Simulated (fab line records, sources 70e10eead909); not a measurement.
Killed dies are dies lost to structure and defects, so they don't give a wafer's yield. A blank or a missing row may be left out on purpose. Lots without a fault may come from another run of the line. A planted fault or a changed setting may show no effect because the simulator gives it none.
Chamber matching | flow nand_harc | NHARC_P_M1_DEP_33 on pecvd-03: 3 sister chambers
The step deposits SiCN, target thk 30 nm. 22 wafers are shown with their chamber, then 11 later ones without.

WAFERS WITH THEIR CHAMBER
wafer  | chamber | heater_power_w (W)
L074.3 | 0       | 698
L074.4 | 2       | 592
L074.6 | 1       | 526
L075.1 | 0       | 699
L075.2 | 2       | 563
L075.4 | 2       | 579
L077.1 | 1       | 587
L077.3 | 0       | 683
L077.5 | 1       | 584
L085.1 | 2       | 581
L085.2 | 0       | 666
L085.5 | 0       | 674
L087.2 | 1       | 455
L087.3 | 0       | 748
L087.5 | 2       | 569
L088.2 | 2       | 501
L088.4 | 1       | 525
L088.5 | 0       | 643
L092.1 | 1       | 555
L092.3 | 2       | 508
L092.6 | 1       | 558
L093.1 | 1       | 507

SIGNATURES (means of the wafers above)
reading        | chamber 0 | chamber 1 | chamber 2 | scatter within a chamber
heater_power_w | 687.29    | 537.12    | 556.14    | 38.3
Rule: a wafer's distance from a chamber is the root of the sum, over the readings, of the square of ((its reading less the chamber's mean) divided by the reading's scatter). The wafer belongs to the nearest chamber; if the next one is less than 2 further off, it can't be placed. The scatter: the root of (the sum of the squares of (reading less its chamber's mean) over the shown wafers, divided by (wafers less chambers)).

WAFERS WITHOUT THEIR CHAMBER
wafer  | heater_power_w (W)
L093.4 | 506
L093.6 | 517
L094.1 | 718
L094.2 | 556
L094.4 | 727
L095.1 | 702
L095.3 | 558
L095.5 | 571
L097.1 | 709
L097.4 | 481
L097.5 | 513

WHICH CHAMBER EACH WENT THROUGH
wafer  | from the rows above     | in truth
L093.4 | can't be placed: 1 or 2 | 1
L093.6 | can't be placed: 1 or 2 | 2
L094.1 | 0                       | 0
L094.2 | can't be placed: 2 or 1 | 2
L094.4 | 0                       | 0
L095.1 | 0                       | 0
L095.3 | can't be placed: 2 or 1 | 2
L095.5 | can't be placed: 2 or 1 | 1
L097.1 | 0                       | 0
L097.4 | can't be placed: 1 or 2 | 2
L097.5 | can't be placed: 1 or 2 | 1
Placed correctly: 4 of 11. Can't be placed from these rows: 7 (the true chamber is among the candidates in 7). Placed wrongly: 0.
